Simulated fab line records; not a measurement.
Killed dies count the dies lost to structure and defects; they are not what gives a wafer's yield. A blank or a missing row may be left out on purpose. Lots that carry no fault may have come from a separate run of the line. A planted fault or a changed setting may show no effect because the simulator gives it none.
Which tool is to blame? ; flow n5 finfet ; 12 lots, 36 wafers sampled, at 1 step of a route of 1938

== WHAT THE GAUGES SHOWED, per wafer ==
N5_MOL_CONTACT_COAG_OVL_MEAS_41.
lot;measured;on;VD_OVL (nm)
L075;day 5 08:43;overlay-01;0.0 0.4 0.3
L077;day 6 00:58;overlay-01;0.6 0.8 1.1
L079;day 6 11:40;overlay-01;0.7 1.4 1.2
L081;day 6 22:17;overlay-01;0.7 0.3 0.4
L083;day 7 09:38;overlay-01;-0.4 -0.7 0.5
L085;day 7 23:11;overlay-02;0.7 2.0 0.7
L087;day 8 09:02;overlay-02;1.0 -0.3 0.0
L089;day 8 22:58;overlay-02;0.1 0.7 1.0
L091;day 9 10:17;overlay-02;-0.9 -0.2 0.0
L093;day 9 22:19;overlay-01;0.6 0.6 -0.1
L095;day 10 15:22;overlay-02;1.4 1.3 0.9
L097;day 11 04:05;overlay-01;-0.5 -0.6 0.5

== EACH LOT AND THE TOOL THAT RAN IT (in order: tool; ch and the chambers of the sampled wafers; start) ==
There is no process step in the record ahead of these readings.

== THE ANSWER, worked out from the rows above alone ==
Rule: what is usual is taken from the lots themselves. The widest of any qualifying gaps counts: lots, ordered by their means at a reading, are off when they make up no more than a third of the lots, leave a main group of 4 or more, and stand apart from it by 3 or more times the standard deviation of that group's means. The tables above print the reading to a certain number of digits; a main group whose means all agree to those digits is not used. A lot without any number at a reading at which 4 lots or more have one is off too. The other lots that the step has rows for count as sound.
None of the lots is off at any reading shown; this tells nothing.

== WHAT HAD BEEN PUT IN BY THE SIMULATOR ==
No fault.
